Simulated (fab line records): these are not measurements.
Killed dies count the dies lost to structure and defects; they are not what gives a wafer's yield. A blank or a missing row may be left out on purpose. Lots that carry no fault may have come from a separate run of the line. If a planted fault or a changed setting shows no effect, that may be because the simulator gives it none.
Split-lot study    flow n5_finfet    on a route of 1938 steps: 7 lots, 39 wafers read

ON THE SPLIT
At N5_DUMMY_GATE_ETCH_32 (etches SiO2 in CF4, target depth 3.5 nm, time 3.9 s), the setting time_s was moved away from the recipe's 3.9 s on 9 of the 39 wafers read, by -17.3% to -6.3%. This setting was run at the recipe's value on the other wafers.

The split's own step is where the reading is taken.

THE READING
etch.depth_nm (the simulator's own value, which no gauge read), in nm, at N5_DUMMY_GATE_ETCH_32 (etches SiO2 in CF4, target depth 3.5 nm, time 3.9 s). The file gives no usual value for it. Here, 30 wafers ran the recipe; their average is 3.481 nm with a standard deviation of 0.063 nm.

wafer   tool, chamber at the split  time_s as run, s  against the recipe  etch.depth_nm, nm  against lot-mates on the recipe
L075.2  rie_si-02, 2                3.9               recipe              3.444              -
L075.3  rie_si-02, 0                3.9               recipe              3.373              -
L075.6  rie_si-02, 3                3.9               recipe              3.463              -
L077.1  rie_si-03, 1                3.9               recipe              3.573              -
L077.2  rie_si-03, 3                3.9               recipe              3.445              -
L077.3  rie_si-03, 2                3.9               recipe              3.455              -
L077.4  rie_si-03, 0                3.9               recipe              3.447              -
L077.5  rie_si-03, 2                3.9               recipe              3.458              -
L077.6  rie_si-03, 1                3.9               recipe              3.557              -
L080.1  rie_si-03, 2                3.9               recipe              3.479              -
L080.2  rie_si-03, 1                3.9               recipe              3.583              -
L080.3  rie_si-03, 0                3.9               recipe              3.469              -
L080.4  rie_si-03, 3                3.9               recipe              3.449              -
L080.5  rie_si-03, 3                3.9               recipe              3.445              -
L080.6  rie_si-03, 2                3.9               recipe              3.454              -
L086.1  rie_si-06, 3                3.276             -16.0%              2.923              -0.579
L086.2  rie_si-06, 0                3.9               recipe              3.364              -
L086.3  rie_si-06, 2                3.9               recipe              3.563              -
L086.4  rie_si-06, 1                3.9               recipe              3.578              -
L086.5  rie_si-06, 1                3.276             -16.0%              2.971              -0.531
L086.6  rie_si-06, 2                3.276             -16.0%              2.974              -0.528
L087.1  rie_si-06, 1                3.9               recipe              3.545              -
L087.2  rie_si-06, 2                3.9               recipe              3.594              -
L087.3  rie_si-06, 0                3.9               recipe              3.425              -
L087.4  rie_si-06, 3                3.9               recipe              3.494              -
L087.5  rie_si-06, 0                3.9               recipe              3.418              -
L087.6  rie_si-06, 3                3.9               recipe              3.484              -
L090.1  rie_si-06, 3                3.653             -6.3%               3.266              -0.208
L090.2  rie_si-06, 1                3.9               recipe              3.583              -
L090.3  rie_si-06, 0                3.9               recipe              3.414              -
L090.4  rie_si-06, 2                3.653             -6.3%               3.342              -0.132
L090.5  rie_si-06, 1                3.653             -6.3%               3.376              -0.098
L090.6  rie_si-06, 0                3.9               recipe              3.426              -
L097.1  rie_si-03, 3                3.9               recipe              3.442              -
L097.2  rie_si-03, 1                3.226             -17.3%              2.977              -0.502
L097.3  rie_si-03, 2                3.9               recipe              3.524              -
L097.4  rie_si-03, 1                3.226             -17.3%              3.006              -0.473
L097.5  rie_si-03, 3                3.9               recipe              3.472              -
L097.6  rie_si-03, 2                3.226             -17.3%              2.894              -0.585

THE FIT
A straight line over all 39 wafers: etch.depth_nm changes by +0.0311 nm for each +1% of time_s; r = +0.95; the points scatter about the line by 0.062 nm.
The same after taking each lot's own level away (the mean of its wafers on the recipe; 39 wafers): +0.0315 nm for each +1%; r = +0.95; scatter 0.061 nm.
That fit puts the effect of the largest move of time_s on the reading at 0.55 nm.
From 3.4267 to 3.5017 nm: that is the span of the lots' own levels, equal to 1.2 times the standard deviation above.
Consequently the slope shifts little with the lot-to-lot level, the two slopes agreeing.
Check: with one of the wafers moved furthest among these (-17.3%) left out of the fit, the line predicts -0.55 nm for it against its lot-mates. It came out at -0.502 nm against them.

OTHER SPLITS APPLIED TO THESE WAFERS
Note: prior to the reading, these wafers also went through further splits. Each is held against what the fit with the lots' levels taken away leaves over:
other split on the same wafers           wafers away from the commonest value  r with etch.depth_nm (lot level and that fit taken away)
N5_FIN_SAQP_SPACER2_ALD_28 target_thk_a  9                                     -0.29

FILE'S OWN FIT
etch.depth_nm changes by +0.0314 nm for each +1% of time_s, r = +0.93.
